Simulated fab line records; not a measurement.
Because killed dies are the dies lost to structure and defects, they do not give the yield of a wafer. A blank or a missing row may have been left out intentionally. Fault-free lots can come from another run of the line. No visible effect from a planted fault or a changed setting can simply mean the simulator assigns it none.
Which tool is to blame? -- flow n5-finfet -- Sampling: 12 lots, 36 wafers, 5 of 1938 route steps

WHAT THE GAUGES SHOWED, per wafer
N5_BEOL_M0_SAQP_CD_MEAS_29: target cd 14.4 nm.
lot,measured,on,cd-nm (nm)
L075,day 6 00:44,cd-sem-01,14.99 14.44 15.05
L077,day 6 06:25,cd-sem-01,14.90 14.90 14.76
L079,day 6 21:58,cd-sem-03,14.79 15.12 14.98
L081,day 7 04:47,cd-sem-02,15.36 14.90 14.89
L083,day 7 20:51,cd-sem-02,15.00 15.20 15.09
L086,day 8 14:54,cd-sem-03,15.15 14.88 15.14
L087,day 8 18:22,cd-sem-03,14.81 15.01 14.95
L089,day 9 10:20,cd-sem-02,15.15 15.24 15.22
L091,day 9 20:47,cd-sem-03,15.08 15.04 14.72
L093,day 10 10:11,cd-sem-02,15.24 15.38 15.70
L097,day 11 10:34,cd-sem-02,14.57 15.36 15.29
L096,day 11 10:47,cd-sem-02,15.50 14.77 15.06

TOOL THAT RAN EACH LOT (tool first, then ch and the chambers of the sampled wafers, then the start)
lot,N5_BEOL_M0_SAQP_SPACER1_ALD_98,N5_BEOL_M0_SAQP_RECESS_104,N5_BEOL_M0_SAQP_ETCH_106,N5_BEOL_M0_SAQP_STRIP_108
L075,"ald-sin-02 ch 0,1,3, day 5 22:19","vapor-etch-01 ch 0,1, day 5 23:14","rie-diel-04 ch 0,1,2, day 5 23:41","rie-diel-04 ch 0,1,2, day 5 23:47"
L077,"ald-sin-02 ch 0,2,3, day 6 03:44","vapor-etch-01 ch 0,1, day 6 04:40","rie-diel-06 ch 0,1,3, day 6 05:07","rie-diel-06 ch 0,1,3, day 6 05:13"
L079,"ald-sin-04 ch 0,2,3, day 6 19:32","vapor-etch-02 ch 0,1, day 6 20:28","rie-diel-04 ch 1,2, day 6 20:55","rie-diel-04 ch 1,2, day 6 21:01"
L081,"ald-sin-01 ch 1,2,3, day 7 02:13","vapor-etch-02 ch 0,1, day 7 03:08","rie-diel-06 ch 0,3, day 7 03:41","rie-diel-06 ch 0,3, day 7 03:47"
L083,"ald-sin-02 ch 1,2,3, day 7 18:11","vapor-etch-01 ch 0,1, day 7 19:17","rie-diel-05 ch 0,1, day 7 19:47","rie-diel-05 ch 0,1, day 7 19:53"
L086,"ald-sin-01 ch 0,2, day 8 11:56","vapor-etch-01 ch 0,1, day 8 12:52","rie-diel-06 ch 0,2,3, day 8 13:19","rie-diel-06 ch 0,2,3, day 8 13:25"
L087,"ald-sin-01 ch 0,3, day 8 15:14","vapor-etch-01 ch 0,1, day 8 16:16","rie-diel-04 ch 0,2, day 8 16:43","rie-diel-04 ch 0,2, day 8 16:49"
L089,"ald-sin-01 ch 2,3, day 9 07:54","vapor-etch-01 ch 0,1, day 9 08:50","rie-diel-06 ch 0,1,3, day 9 09:17","rie-diel-06 ch 0,1,3, day 9 09:23"
L091,"ald-sin-04 ch 0,3, day 9 18:17","vapor-etch-01 ch 0,1, day 9 19:13","rie-diel-06 ch 1,2, day 9 19:44","rie-diel-06 ch 1,2, day 9 19:50"
L093,"ald-sin-04 ch 0,1,3, day 10 07:35","vapor-etch-02 ch 0,1, day 10 08:41","rie-diel-06 ch 1,2,3, day 10 09:08","rie-diel-06 ch 1,2,3, day 10 09:14"
L097,"ald-sin-04 ch 0,2, day 11 07:29","vapor-etch-02 ch 1, day 11 08:41","rie-diel-06 ch 2,3, day 11 09:08","rie-diel-06 ch 2,3, day 11 09:14"
L096,"ald-sin-04 ch 0,1,2, day 11 07:56","vapor-etch-02 ch 0,1, day 11 09:05","rie-diel-06 ch 0,1, day 11 09:32","rie-diel-06 ch 0,1, day 11 09:38"
- N5_BEOL_M0_SAQP_SPACER1_ALD_98: deposits SiO2, target thk 12.8 nm, pulse time 1 s, purge time 2 s.
- N5_BEOL_M0_SAQP_RECESS_104: chemistry HF/NH3, target SiO2, target depth 18 nm, afs cycles 3, sublimation time 60 s.
- N5_BEOL_M0_SAQP_ETCH_106: etches SOC in N2/H2, stops on SiNx, target depth 150 nm.
- N5_BEOL_M0_SAQP_STRIP_108: strips in N2/H2.

THE ANSWER, worked out from the rows above alone
Rule: usual is defined by the lots themselves. The widest of any qualifying gaps counts: lots, ordered by their means at a reading, are off when they make up no more than a third of the lots, leave a main group of 4 or more, and stand apart from it by 3 or more times the standard deviation of that group's means. Not used: any main group whose means are identical at the precision the tables above print for the reading. A lot without any number at a reading at which 4 lots or more have one is off too. All remaining lots with rows at the step are treated as sound.
No lot is off at any reading shown: from this, nothing can be told.

WHAT WAS PUT IN BY THE SIMULATOR
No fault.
